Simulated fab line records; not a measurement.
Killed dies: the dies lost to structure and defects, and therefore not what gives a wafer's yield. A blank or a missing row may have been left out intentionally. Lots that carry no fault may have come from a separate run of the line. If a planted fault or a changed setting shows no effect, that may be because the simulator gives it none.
Chamber matching :: flow n5Finfet :: 3 sister chambers for N5_BEOL_M11_DESCUM_16 on rieDiel-01
The step chemistry O2, time 7.9 s. 6 wafers are shown with their chamber, then 6 later ones without.

WAFERS, EACH WITH ITS CHAMBER
wafer: L083.5
chamber: 3
showerheadPlenumPTorr (Torr): 2.09
drypumpMotorCurrentA (A): 6.2

wafer: L088.3
chamber: 1
showerheadPlenumPTorr (Torr): 2.23
drypumpMotorCurrentA (A): 5.9

wafer: L088.4
chamber: 0
showerheadPlenumPTorr (Torr): 2.10
drypumpMotorCurrentA (A): 5.8

wafer: L088.5
chamber: 3
showerheadPlenumPTorr (Torr): 2.08
drypumpMotorCurrentA (A): 6.3

wafer: L089.1
chamber: 1
showerheadPlenumPTorr (Torr): 2.23
drypumpMotorCurrentA (A): 5.9

wafer: L089.2
chamber: 0
showerheadPlenumPTorr (Torr): 2.10
drypumpMotorCurrentA (A): 5.8

WAFERS MISSING THEIR CHAMBER
wafer: L089.6
showerheadPlenumPTorr (Torr): 2.23
drypumpMotorCurrentA (A): 5.9

wafer: L092.1
showerheadPlenumPTorr (Torr): 2.09
drypumpMotorCurrentA (A): 5.8

wafer: L092.2
showerheadPlenumPTorr (Torr): 2.08
drypumpMotorCurrentA (A): 6.3

wafer: L092.5
showerheadPlenumPTorr (Torr): 2.09
drypumpMotorCurrentA (A): 5.8

wafer: L097.1
showerheadPlenumPTorr (Torr): 2.22
drypumpMotorCurrentA (A): 5.9

wafer: L097.5
showerheadPlenumPTorr (Torr): 2.07
drypumpMotorCurrentA (A): 6.3

WHICH CHAMBER EACH WENT THROUGH
wafer: L089.6
from the rows above: 1
in truth: 1

wafer: L092.1
from the rows above: 0
in truth: 0

wafer: L092.2
from the rows above: 3
in truth: 3

wafer: L092.5
from the rows above: 0
in truth: 0

wafer: L097.1
from the rows above: 1
in truth: 1

wafer: L097.5
from the rows above: 3
in truth: 3
6 of 6 placed correctly. Not placeable from these rows: 0. Number placed wrongly: 0.
How it was worked out, from the rows above alone: a wafer's distance from a chamber is the root of the sum, over the readings, of the square of ((its reading less the chamber's mean) divided by the reading's scatter). The wafer belongs to the nearest chamber; if the next one is less than 2 further off, it can't be placed. A chamber's mean is the mean of its shown wafers. How the scatter is found: for the shown wafers, subtract from each reading the mean of its chamber, square and add these, divide the total by (wafers less chambers), then take the root.
